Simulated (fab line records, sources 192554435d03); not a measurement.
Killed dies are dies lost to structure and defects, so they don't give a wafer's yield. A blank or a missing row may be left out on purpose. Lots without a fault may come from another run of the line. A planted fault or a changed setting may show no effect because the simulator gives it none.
A struck lot beside a sound one | flow n5_finfet | 16 steps out of a route of 1938
Sound: wafers L431.2, L431.4, L431.6. Struck: wafers L438.1, L438.2, L438.5. The cause comes at the end.
At each step with rows: each side's tool, then ch and its chambers, then its first start. Under that, the readings that differ: sound wafers | struck wafers | difference of the means | sigmas: that difference in standard deviations of wafers without a fault.
alike: readings whose means differ by less than 2 such deviations, and words and numbers that are the same on both sides. not compared: withheld readings, readings that some wafer has no value for, bounds like >300 that may hide the same value, and numbers for which the record gives no deviation and whose values overlap.
The two part at a step that has a row with sigmas, a row that says differs or no value, or rows on one side only. Numbers that don't overlap but have no deviation are shown without sigmas and don't part them. A reading that every wafer of one side lacks parts them only if that side has two wafers or more.

N5_ZERO_LAYER_PECVD_02: deposits SiO2 from SiH4/N2O, target thk 10 nm, time 6 s.
  sound on pecvd-01 ch 0,2, day 2 12:17; struck on pecvd-03 ch 0,1,2, day 4 06:17
  alike: heater_power_w, showerhead_plenum_p_Torr, showerhead_vpp_V
  not compared: since_wet_clean_h
then, 8 steps without rows for these wafers: N5_ZERO_LAYER_HMDS_04 (time 60 s); N5_ZERO_LAYER_COAT_05 (resist thk 1000 nm); N5_ZERO_LAYER_EBR_07; N5_ZERO_LAYER_SOFTBAKE_06 (time 90 s); N5_ZERO_LAYER_EXPOSE_08 (exposes mask ZERO, defocus 0 nm, target cd 2000 nm); N5_ZERO_LAYER_PEB_09; N5_ZERO_LAYER_DEVELOP_10 (develop time 60 s); N5_ZERO_LAYER_HARDBAKE_23 (time 120 s).
N5_ZERO_LAYER_CD_MEAS_11: target cd 2000 nm.
  sound on cd_sem-01 ch 0, day 2 12:39; struck on cd_sem-03 ch 0, day 4 06:46
  reading    | sound                | struck               | difference | sigmas
  cd_nm (nm) | 2001.0 2000.6 2002.1 | 1997.7 1996.8 1999.9 | -3.1       | -2
N5_ZERO_LAYER_DESCUM_16: chemistry O2, time 7.9 s.
  sound on rie_diel-05 ch 1,2,3, day 2 12:41; struck on rie_diel-05 ch 0,2, day 4 06:48
  alike: bias_power_w, chamber_pressure_mTorr, drypump_motor_current_A, oes_product_au, rf_vpp_V, showerhead_plenum_p_Torr, throttle_valve_pct
  not compared: rf_hours_counter_h
N5_ZERO_LAYER_ETCH_17: etches SiO2 in CF4, target depth 12 nm, time 13.3 s.
  sound on rie_diel-05 ch 1,2,3, day 2 12:43; struck on rie_diel-05 ch 0,2, day 4 06:50
  alike: chamber_pressure_mTorr, drypump_motor_current_A, oes_product_au, rf_vpp_V, showerhead_plenum_p_Torr, throttle_valve_pct
  not compared: rf_hours_counter_h
N5_ZERO_LAYER_ETCH_18: etches Si in HBr/Cl2, target depth 120 nm, time 40 s.
  sound on rie_si-01 ch 0,2,3, day 2 12:47; struck on rie_si-01 ch 0,1,2, day 4 06:55
  reading                                      | sound             | struck            | difference | sigmas
  model.etch.depth_nm (nm)                     | 119.7 118.5 118.8 | 197.9 198.3 198.2 | +79.1      |
  model.ZERO_LAYER.feature_depth_nm (nm)       | 119.7 118.5 118.8 | 197.9 198.3 198.2 | +79.1      |
  model.coat_of_ZERO_LAYER_COAT_05.thk_nm (nm) | 931.7 926.8 930.5 | 905.5 906.3 904   | -24.4      |
  alike: chamber_pressure_mTorr, drypump_motor_current_A, oes_product_au, throttle_valve_pct
  not compared: rf_hours_counter_h
N5_ZERO_LAYER_STRIP_24: strips in O2.
  sound on plasma_asher-02 ch 0,1, day 2 12:54; struck on plasma_asher-01 ch 0,1, day 4 07:01
  reading                      | sound             | struck            | difference | sigmas
  strip_time_to_endpoint_s (s) | 43.88 43.74 43.84 | 43.11 43.13 43.04 | -0.73      | -11
  alike: chamber_pressure_mTorr, drypump_motor_current_A, heater_power_w, oes_product_au
  not compared: rf_hours_counter_h
then, 1 step without rows for these wafers: N5_ZERO_LAYER_STRIP_19 (strips in SPM, time 900 s).
-- the record jumps here: 8 days lie between the struck wafers' starts before and after (it left off in module ZERO_LAYER and takes up again in module BEOL_M4, whose first step shown is number 1111 of the route) --
N5_BEOL_M4_RC_MEAS_101:
  sound on prober-01 ch 0, day 8 19:42; struck on prober-02 ch 0, day 11 19:33
  alike: DIBL_N, DIBL_P, IOFF_N, IOFF_P, ION_N, ION_P, SS_N, SS_P, VT_N, VT_P

WHERE THEY PART
First at N5_ZERO_LAYER_CD_MEAS_11; last, within this record, at N5_ZERO_LAYER_STRIP_24. Later steps at which nothing parts them and some readings are alike: N5_BEOL_M4_RC_MEAS_101.

WHY: what the simulator had put in
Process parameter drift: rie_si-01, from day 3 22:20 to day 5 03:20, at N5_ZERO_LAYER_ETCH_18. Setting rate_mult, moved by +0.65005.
